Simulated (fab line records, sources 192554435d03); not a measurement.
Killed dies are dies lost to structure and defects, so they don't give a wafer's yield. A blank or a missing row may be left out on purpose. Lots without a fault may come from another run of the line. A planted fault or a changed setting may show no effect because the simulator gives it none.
Chamber matching | flow n5_finfet | N5_BEOL_M7_ETCH_62 on rie_diel-05: 4 sister chambers
The step etches SOC in N2/H2, target depth 110 nm, overetch 22 nm, time 165 s. 8 wafers are shown with their chamber, then 8 later ones without.

WAFERS WITH THEIR CHAMBER
wafer  | chamber | throttle_valve_pct (%) | showerhead_plenum_p_Torr (Torr)
L074.2 | 1       | 18.05                  | 2.61
L074.4 | 0       | 17.71                  | 2.59
L076.1 | 1       | 18.05                  | 2.61
L082.2 | 3       | 17.93                  | 2.60
L083.1 | 0       | 17.74                  | 2.58
L083.2 | 2       | 17.74                  | 2.69
L083.5 | 2       | 17.75                  | 2.69
L089.3 | 3       | 17.96                  | 2.60

WAFERS WITHOUT THEIR CHAMBER
wafer  | throttle_valve_pct (%) | showerhead_plenum_p_Torr (Torr)
L089.4 | 18.11                  | 2.60
L089.6 | 17.77                  | 2.69
L092.2 | 17.77                  | 2.57
L092.4 | 17.95                  | 2.60
L092.5 | 17.77                  | 2.57
L097.2 | 17.78                  | 2.68
L097.3 | 17.78                  | 2.57
L097.4 | 17.99                  | 2.59

WHICH CHAMBER EACH WENT THROUGH
wafer  | from the rows above | in truth
L089.4 | 1                   | 1
L089.6 | 2                   | 2
L092.2 | 0                   | 0
L092.4 | 3                   | 3
L092.5 | 0                   | 0
L097.2 | 2                   | 2
L097.3 | 0                   | 0
L097.4 | 3                   | 3
Placed correctly: 8 of 8. Can't be placed from these rows: 0. Placed wrongly: 0.
How it was worked out, from the rows above alone: a wafer's distance from a chamber is the root of the sum, over the readings, of the square of ((its reading less the chamber's mean) divided by the reading's scatter). The wafer belongs to the nearest chamber; if the next one is less than 2 further off, it can't be placed. A chamber's mean is the mean of its shown wafers. The scatter: the root of (the sum of the squares of (reading less its chamber's mean) over the shown wafers, divided by (wafers less chambers)).
